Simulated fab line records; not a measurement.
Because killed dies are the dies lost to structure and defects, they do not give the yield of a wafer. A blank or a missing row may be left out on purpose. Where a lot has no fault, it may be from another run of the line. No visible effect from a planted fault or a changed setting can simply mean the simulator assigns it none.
Matching of chambers | flow n5-finfet | N5_MOL_CONTACT_COAG_ALD_123 on ald-sin-04 has 4 sister chambers
The step deposits SiNx, target thk 5 nm, pulse time 1 s, purge time 2 s. 8 wafers are shown with their chamber, then 7 later ones without.

WAFERS PAIRED WITH THEIR CHAMBERS
wafer  | chamber | heater-power-w (W) | susceptor-temp-C (C)
L083.1 | 0       | 900                | 400.07
L085.3 | 0       | 906                | 399.89
L085.6 | 3       | 817                | 399.66
L088.3 | 2       | 806                | 400.01
L088.5 | 1       | 780                | 400.22
L088.6 | 2       | 828                | 399.85
L092.2 | 3       | 799                | 399.81
L092.3 | 1       | 790                | 400.38

WAFERS WITHOUT THEIR CHAMBER
wafer  | heater-power-w (W) | susceptor-temp-C (C)
L092.6 | 935                | 399.80
L094.1 | 830                | 400.05
L094.2 | 799                | 399.99
L094.5 | 831                | 400.26
L096.1 | 831                | 399.65
L096.3 | 787                | 399.78
L096.4 | 803                | 399.72

EACH ONE'S CHAMBER
wafer  | from the rows above          | in truth
L092.6 | 0                            | 0
L094.1 | can't be placed: 2 or 3      | 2
L094.2 | can't be placed: 2 or 3 or 1 | 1
L094.5 | can't be placed: 2 or 1 or 3 | 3
L096.1 | can't be placed: 3 or 2      | 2
L096.3 | can't be placed: 3 or 2      | 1
L096.4 | can't be placed: 3 or 2      | 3
Correctly placed: 1 of 7. From these rows, 6 cannot be placed; in 5 the true chamber is one of the candidates. 0 placed wrongly.
How it was worked out, from the rows above alone: a wafer's distance from a chamber is the root of the sum, over the readings, of the square of ((its reading less the chamber's mean) divided by the reading's scatter). The wafer belongs to the nearest chamber; if the next one is less than 2 further off, it can't be placed. A chamber's mean is the mean of its shown wafers. How the scatter is found: for the shown wafers, subtract from each reading the mean of its chamber, square and add these, divide the total by (wafers less chambers), then take the root.
